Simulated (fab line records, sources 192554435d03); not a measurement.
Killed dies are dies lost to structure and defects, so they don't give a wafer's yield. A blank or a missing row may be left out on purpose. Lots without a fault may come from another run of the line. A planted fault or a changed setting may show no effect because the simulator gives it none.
Split-lot experiment | flow n5_finfet | 7 lots, 21 wafers read, on a route of 1938 steps

THE SPLIT
At N5_PASSIVATION_EXPOSE_07 (exposes mask TV, defocus 0 nm, target cd 3000 nm), the setting dose_mj was moved away from the recipe's 22.75 on 7 of the 21 wafers read, by -3.2% to +6.3%. The other wafers ran this setting at the recipe's value.

FROM THE SPLIT TO THE READING: what the file shows between them, 3 steps
- N5_PASSIVATION_PEB_08
- N5_PASSIVATION_DEVELOP_09: develop time 60 s
- N5_PASSIVATION_HARDBAKE_11: time 120 s

THE READING
cd_nm, in nm, at N5_PASSIVATION_CD_MEAS_10 (target cd 3000 nm). Fault-free wafers of this fab line usually give 3000.4 nm, standard deviation 1.6 nm.

wafer  | tool, chamber at the split | dose_mj as run | against the recipe | cd_nm, nm | against lot-mates on the recipe
L077.2 | krf_scanner-01, 0          | 22.75          | recipe             | 3002.6    | -
L077.3 | krf_scanner-01, 0          | 22.75          | recipe             | 2999.1    | -
L077.6 | krf_scanner-01, 0          | 22.75          | recipe             | 3001.4    | -
L075.3 | krf_scanner-01, 0          | 23.96          | +5.3%              | 3010.4    | +9.8
L075.5 | krf_scanner-01, 0          | 22.75          | recipe             | 3000.8    | -
L075.6 | krf_scanner-01, 0          | 22.75          | recipe             | 3000.4    | -
L079.1 | krf_scanner-02, 0          | 22.75          | recipe             | 3001.3    | -
L079.3 | krf_scanner-02, 0          | 22.75          | recipe             | 3001.8    | -
L079.6 | krf_scanner-02, 0          | 22.75          | recipe             | 3001.2    | -
L085.2 | krf_scanner-02, 0          | 22.09          | -2.9%              | 2993.6    | -4.1
L085.5 | krf_scanner-02, 0          | 22.09          | -2.9%              | 2991.2    | -6.5
L085.6 | krf_scanner-02, 0          | 22.75          | recipe             | 2997.7    | -
L089.3 | krf_scanner-02, 0          | 24.19          | +6.3%              | 3012.1    | +9.9
L089.4 | krf_scanner-02, 0          | 22.75          | recipe             | 3002.2    | -
L089.6 | krf_scanner-02, 0          | 24.19          | +6.3%              | 3014.0    | +11.8
L091.1 | krf_scanner-01, 0          | 22.75          | recipe             | 2998.2    | -
L091.4 | krf_scanner-01, 0          | 22.02          | -3.2%              | 2990.8    | -7.4
L091.6 | krf_scanner-01, 0          | 22.02          | -3.2%              | 2990.1    | -8.1
L096.1 | krf_scanner-02, 0          | 22.75          | recipe             | 3000.8    | -
L096.5 | krf_scanner-02, 0          | 22.75          | recipe             | 3000.9    | -
L096.6 | krf_scanner-02, 0          | 22.75          | recipe             | 3000.0    | -

THE FIT
A straight line over all 21 wafers: cd_nm changes by +2.24 nm for each +1% of dose_mj; r = +0.96; the points scatter about the line by 1.7 nm.
The same after taking each lot's own level away (the mean of its wafers on the recipe; 21 wafers): +1.86 nm for each +1%; r = +0.98; scatter 0.99 nm.
On that fit, the largest move of dose_mj shifts the reading by 12 nm.
The lots' own levels span 2997.70 to 3002.20 nm, that is 2.8 times the standard deviation above.
So the lot-to-lot level changes the slope: the two fits differ.
Check: with one of the wafers moved furthest among these (+6.3%) left out of the fit, the line predicts +12.2 nm for it against its lot-mates. It came out at +9.9 nm against them.

THE FILE'S OWN FIT
cd_nm changes by +1.85 nm for each +1% of dose_mj, r = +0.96.
